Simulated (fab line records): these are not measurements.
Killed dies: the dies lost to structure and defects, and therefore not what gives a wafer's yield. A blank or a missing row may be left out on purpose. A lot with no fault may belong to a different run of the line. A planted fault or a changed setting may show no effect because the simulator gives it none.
Comparing a struck lot with a sound one -- flow n5Finfet -- 39 steps out of a route of 1938
Sound: wafers L704.1, L704.3, L704.4. Struck: wafers L710.2, L710.3, L710.5. The cause comes at the end.
At each step with rows: each side's tool, then ch and its chambers, then its first start. Under that, the readings that differ: sound wafers -- struck wafers -- difference of the means -- sigmas: that difference in standard deviations of wafers without a fault.
alike: readings whose means differ by less than 2 such deviations, and words and numbers that are the same on both sides. not compared: withheld readings, readings that some wafer has no value for, bounds like >300 that may hide the same value, and numbers for which the record gives no deviation and whose values overlap.
Wherever a step has rows on one side only, a row that says differs or no value, or a row with sigmas, the two part there. When numbers do not overlap yet have no deviation, they are printed without sigmas and do not part them. Lack of a reading on every wafer of one side parts them only where that side has two or more wafers.

first, 9 steps without rows for these wafers: N5_STI_FIN_REVEAL_SRD_21 (time 30 s); N5_STI_FIN_REVEAL_OXIDATION_33 (chemistry O2 PLASMA REMOTE, time 20 s); N5_STI_FIN_REVEAL_CLEAN_19 (cleans in O3/DIW, time 120 s); N5_STI_FIN_REVEAL_SRD_23 (time 30 s); N5_STI_FIN_REVEAL_PRECLEAN_18 (cleans in SC2, time 45 s); N5_STI_FIN_REVEAL_SRD_28 (time 30 s); N5_DUMMY_GATE_PRECLEAN_00 (cleans in O3/DIW, time 60 s); N5_DUMMY_GATE_SRD_01 (time 30 s); N5_DUMMY_GATE_ALD_02 (deposits SiO2, target thk 2 nm, pulse time 1 s).
N5_DUMMY_GATE_CVD_03: deposits a-Si from SiH4, target thk 150 nm, time 8042 s.
  sound on lpcvd-01 ch 1/40,1/50,1/54, day 6 07:28; struck on lpcvd-01 ch 1/45,1/50,1/59, day 7 14:53
  alike: zonePowerUpperPct
then, 3 steps without rows for these wafers: N5_DUMMY_GATE_PRECLEAN_46 (cleans in DIW, time 89.5 s); N5_DUMMY_GATE_SRD_47 (dry time 32 s); N5_DUMMY_GATE_CMP_04 (polishes a-Si).
N5_DUMMY_GATE_THK_MEAS_05:
  sound on filmMetro-01, day 6 11:28; struck on filmMetro-02, day 7 18:53
reading,sound,struck,difference,sigmas
thkNm (nm),73.0 72.8 72.8,44.3 46.5 45.8,-27.3,-25
then, 21 steps without rows for these wafers: N5_DUMMY_GATE_HM_DEP_06 (deposits SiNx from DCS/NH3, target thk 80 nm, time 5141 s); N5_DUMMY_GATE_PECVD_30 (deposits SiO2 from TEOS/O2, target thk 55 nm, time 10.8 s); N5_DUMMY_GATE_COAT_34 (time 60 s, resist thk 60 nm); N5_DUMMY_GATE_COAT_35 (time 60 s, resist thk 10 nm); N5_DUMMY_GATE_COAT_28 (time 60 s, resist thk 10 nm); N5_DUMMY_GATE_COAT_09 (resist thk 30 nm); N5_DUMMY_GATE_EBR_11; N5_DUMMY_GATE_SOFTBAKE_10 (time 60 s); N5_DUMMY_GATE_EXPOSE_12 (exposes mask GATE, target cd 25 nm); N5_DUMMY_GATE_PEB_13 (peb time 60 s); N5_DUMMY_GATE_DEVELOP_14 (develop time 30 s); N5_DUMMY_GATE_DESCUM_20 (chemistry O2, time 6.2 s); N5_DUMMY_GATE_ETCH_29 (etches underlayer in N2/H2, target depth 13 nm); N5_DUMMY_GATE_ETCH_36 (etches SiARC in CF4, target depth 13 nm); N5_DUMMY_GATE_ETCH_37 (etches SOC in N2/H2, target depth 60 nm, overetch 30 nm); N5_DUMMY_GATE_STRIP_38 (strips in N2/H2); N5_DUMMY_GATE_STRIP_39 (strips in N2/H2); N5_DUMMY_GATE_TRIM_49 (chemistry O2, time 29 s, target cd 14 nm); N5_DUMMY_GATE_STRIP_40 (strips in CF4); N5_DUMMY_GATE_ETCH_31 (etches SiO2 in C4F6/O2, target depth 82.5 nm, time 27.5 s); N5_DUMMY_GATE_STRIP_41 (strips in O2).
N5_DUMMY_GATE_ETCH_44: etches poly-Si in HBr/O2, stops on SiO2, target depth 127.5 nm.
  sound on rieSi-05 ch 0,1,3, day 6 16:47; struck on rieSi-06 ch 1,2,3, day 8 00:28
reading,sound,struck,difference,sigmas
oesProductAu (a.u.),0.715 0.727 0.713,0.601 0.615 0.611,-0.109,-8
  alike: biasW, drypumpMotorCurrentA, throttleValvePct
  not compared: rfHoursCounterH
N5_SDB_THK_MEAS_31:
  sound on filmMetro-01, day 7 17:40; struck on filmMetro-01, day 8 23:18
reading,sound,struck,difference,sigmas
SDB_THK (nm),65.2 65.2 65.1,36.5 38.6 38.0,-27.5,-25
-- the record jumps here: 4 days lie between the struck wafers' starts before and after (it left off in module SDB and takes up again in module BEOL_M4, whose first step shown is number 1111 of the route) --
N5_BEOL_M4_RC_MEAS_101:
  sound on prober-01 ch 0, day 13 00:12; struck on prober-02 ch 0, day 13 08:22
  alike: DIBL_N, DIBL_P, IOFF_N, IOFF_P, ION_N, ION_P, SS_N, SS_P, VT_N, VT_P
-- the record jumps here: 5 days lie between the struck wafers' starts before and after (it left off in module BEOL_M4 and takes up again in module PASSIVATION, whose first step shown is number 1936 of the route) --
N5_PASSIVATION_PROBE_49:
  sound on prober-02, day 17 09:07; struck on prober-01, day 17 20:33
reading,sound,struck,difference,sigmas
defectLimitedYield (%),89.7 90.3 86.8,67.6 71.1 71.5,-18.9,-13
killedAtFrontEnd,47 58 103,321 279 291,+228,+18
killedDies,122 114 156,382 341 336,+222,+13
killedOnRim,11 15 21,149 147 151,+133,+35
sortNPass,1058 1066 1024,798 839 844,-222,-12
sortYieldPct (%),89.7 90.3 86.8,67.6 71.1 71.5,-18.9,-13
  alike: killed_at_M0_to_M3, killed_at_M4_up, killedAtContacts, killedAtOther, killedOpen, killedShort, sort_bin_5_function, sort_bin_6_memory

== WHERE THEY PART ==
First at N5_DUMMY_GATE_THK_MEAS_05; last, within this record, at N5_PASSIVATION_PROBE_49.

WHY: what had been put in by the simulator
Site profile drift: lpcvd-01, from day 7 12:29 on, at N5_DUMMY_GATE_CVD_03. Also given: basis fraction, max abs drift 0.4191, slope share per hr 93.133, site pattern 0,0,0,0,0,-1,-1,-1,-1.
